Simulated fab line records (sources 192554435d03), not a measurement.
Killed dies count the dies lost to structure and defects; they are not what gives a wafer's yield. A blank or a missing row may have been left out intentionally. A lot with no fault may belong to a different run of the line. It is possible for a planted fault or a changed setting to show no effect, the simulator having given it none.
Split-lot study -- flow n5_finfet -- route with 1938 steps; 7 lots, 21 wafers read

## THE SPLIT
At N5_DUMMY_GATE_ETCH_44 (etches poly-Si in HBr/O2, stops on SiO2, target depth 127.5 nm), the setting target_depth_a was moved away from the recipe's 1275 angstrom on 7 of the 21 wafers read, by -10.0% to +12.1%. The other wafers ran this setting at the recipe's value.

The split's own step is where the reading is taken.

## THE READING
oes_product_au, in a.u., at N5_DUMMY_GATE_ETCH_44 (etches poly-Si in HBr/O2, stops on SiO2, target depth 127.5 nm). A value of 0.728 a.u. with a standard deviation of 0.011 a.u. is what fault-free wafers of this fab line usually give.

wafer,"tool, chamber at the split","target_depth_a as run, angstrom",against the recipe,"oes_product_au, a.u.",against lot-mates on the recipe
L074.1,"rie_si-01, 3",1429,+12.1%,0.689,-0.045
L074.2,"rie_si-01, 0",1275,recipe,0.733,-
L074.3,"rie_si-01, 1",1275,recipe,0.736,-
L083.2,"rie_si-05, 2",1275,recipe,0.710,-
L083.3,"rie_si-05, 1",1275,recipe,0.719,-
L083.6,"rie_si-05, 2",1275,recipe,0.709,-
L089.1,"rie_si-05, 3",1149,-9.9%,0.746,no lot-mate on the recipe
L089.2,"rie_si-05, 0",1149,-9.9%,0.747,no lot-mate on the recipe
L089.3,"rie_si-05, 2",1149,-9.9%,0.745,no lot-mate on the recipe
L090.3,"rie_si-03, 0",1275,recipe,0.711,-
L090.4,"rie_si-03, 2",1202,-5.7%,0.758,+0.038
L090.5,"rie_si-03, 3",1275,recipe,0.729,-
L092.1,"rie_si-03, 0",1275,recipe,0.715,-
L092.2,"rie_si-03, 3",1275,recipe,0.733,-
L092.3,"rie_si-03, 2",1275,recipe,0.737,-
L093.3,"rie_si-01, 1",1148,-10.0%,0.781,+0.047
L093.4,"rie_si-01, 2",1275,recipe,0.735,-
L093.5,"rie_si-01, 3",1275,recipe,0.732,-
L095.4,"rie_si-05, 3",1275,recipe,0.717,-
L095.5,"rie_si-05, 2",1275,recipe,0.713,-
L095.6,"rie_si-05, 3",1236,-3.1%,0.728,+0.013

THE FIT
A straight line over all 21 wafers: oes_product_au changes by -0.00318 a.u. for each +1% of target_depth_a; r = -0.81; the points scatter about the line by 0.012 a.u.
The same after taking each lot's own level away (the mean of its wafers on the recipe; 18 wafers): -0.00443 a.u. for each +1%; r = -0.94; scatter 0.0067 a.u.
Per that fit: largest target_depth_a move, reading shift of 0.053 a.u.
The span of the lots' own levels, 0.7127 to 0.7345 a.u., comes to 2.0 times the standard deviation stated above.
Hence the slope depends on the lot-to-lot level, as the two fits are not the same.
Check: -0.0621 a.u. against its lot-mates is what the line predicts for one of the wafers moved furthest among these (+12.1%) when that wafer is left out of the fit. It came out at -0.0455 a.u. against them.
Tool readings at the split's step, against how far the setting was moved: oes_product_au r = -0.81.

## OTHER SPLITS APPLIED TO THESE WAFERS
These wafers also went through other splits before the reading. Each is held against what the fit with the lots' levels taken away leaves over:
other split on the same wafers,wafers away from the commonest value,r with oes_product_au (lot level and that fit taken away)
N5_WELL_APT_COAT_02 spin_rpm,6,+0.02
N5_PMOS_HMC_CHANNEL_EPI_PEB_07 peb_temp_c,11,-0.16
N5_FIN_CUT_EXPOSE_05 dose_mj,9,-0.37
N5_DUMMY_GATE_COAT_28 spin_rpm,8,+0.05

## FILE'S OWN FIT
oes_product_au changes by -0.00448 a.u. for each +1% of target_depth_a, r = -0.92.
